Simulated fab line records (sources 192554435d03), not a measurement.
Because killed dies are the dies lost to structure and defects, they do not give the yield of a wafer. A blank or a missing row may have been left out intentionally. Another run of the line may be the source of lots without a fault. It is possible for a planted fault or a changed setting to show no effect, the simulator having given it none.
Chamber matching :: flow n5_finfet :: N5_SD_EPI_P_ETCHBACK_46 on rie_diel-06: 4 sister chambers
The step etches SiNx in CH3F/O2, stops on SiO2, target depth 17.5 nm. 8 wafers are shown with their chamber, then 8 later ones without.

== EACH WAFER AND ITS CHAMBER ==
wafer: L081.6
chamber: 0
drypump_motor_current_A (A): 5.0
throttle_valve_pct (%): 16.13

wafer: L083.1
chamber: 1
drypump_motor_current_A (A): 5.6
throttle_valve_pct (%): 16.04

wafer: L083.2
chamber: 3
drypump_motor_current_A (A): 5.6
throttle_valve_pct (%): 16.55

wafer: L083.4
chamber: 2
drypump_motor_current_A (A): 5.5
throttle_valve_pct (%): 16.08

wafer: L085.3
chamber: 3
drypump_motor_current_A (A): 5.6
throttle_valve_pct (%): 16.57

wafer: L085.4
chamber: 1
drypump_motor_current_A (A): 5.7
throttle_valve_pct (%): 16.04

wafer: L085.5
chamber: 0
drypump_motor_current_A (A): 5.0
throttle_valve_pct (%): 16.16

wafer: L088.2
chamber: 2
drypump_motor_current_A (A): 5.5
throttle_valve_pct (%): 16.09

== WAFERS WITHOUT THEIR CHAMBER ==
wafer: L088.3
drypump_motor_current_A (A): 5.6
throttle_valve_pct (%): 16.55

wafer: L088.6
drypump_motor_current_A (A): 5.6
throttle_valve_pct (%): 16.57

wafer: L092.2
drypump_motor_current_A (A): 5.5
throttle_valve_pct (%): 16.09

wafer: L092.5
drypump_motor_current_A (A): 5.5
throttle_valve_pct (%): 16.11

wafer: L092.6
drypump_motor_current_A (A): 5.6
throttle_valve_pct (%): 16.08

wafer: L097.1
drypump_motor_current_A (A): 5.0
throttle_valve_pct (%): 16.23

wafer: L097.3
drypump_motor_current_A (A): 5.5
throttle_valve_pct (%): 16.12

wafer: L097.6
drypump_motor_current_A (A): 5.6
throttle_valve_pct (%): 16.09

== EACH ONE'S CHAMBER ==
wafer: L088.3
from the rows above: 3
in truth: 3

wafer: L088.6
from the rows above: 3
in truth: 3

wafer: L092.2
from the rows above: 2
in truth: 2

wafer: L092.5
from the rows above: 2
in truth: 2

wafer: L092.6
from the rows above: can't be placed: 2 or 1
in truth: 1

wafer: L097.1
from the rows above: 0
in truth: 0

wafer: L097.3
from the rows above: 2
in truth: 2

wafer: L097.6
from the rows above: can't be placed: 2 or 1
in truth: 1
Correct placement for 6 of the 8. Not placeable from these rows: 2 (in 2, the candidates include the true chamber). 0 placed wrongly.
How it was worked out, from the rows above alone: a wafer's distance from a chamber is the root of the sum, over the readings, of the square of ((its reading less the chamber's mean) divided by the reading's scatter). The wafer belongs to the nearest chamber; if the next one is less than 2 further off, it can't be placed. For every chamber, the mean is computed from those of its wafers that are shown. The scatter: take each reading less its chamber's mean, square it, sum over the shown wafers, divide by the number of wafers less the number of chambers, and take the root.
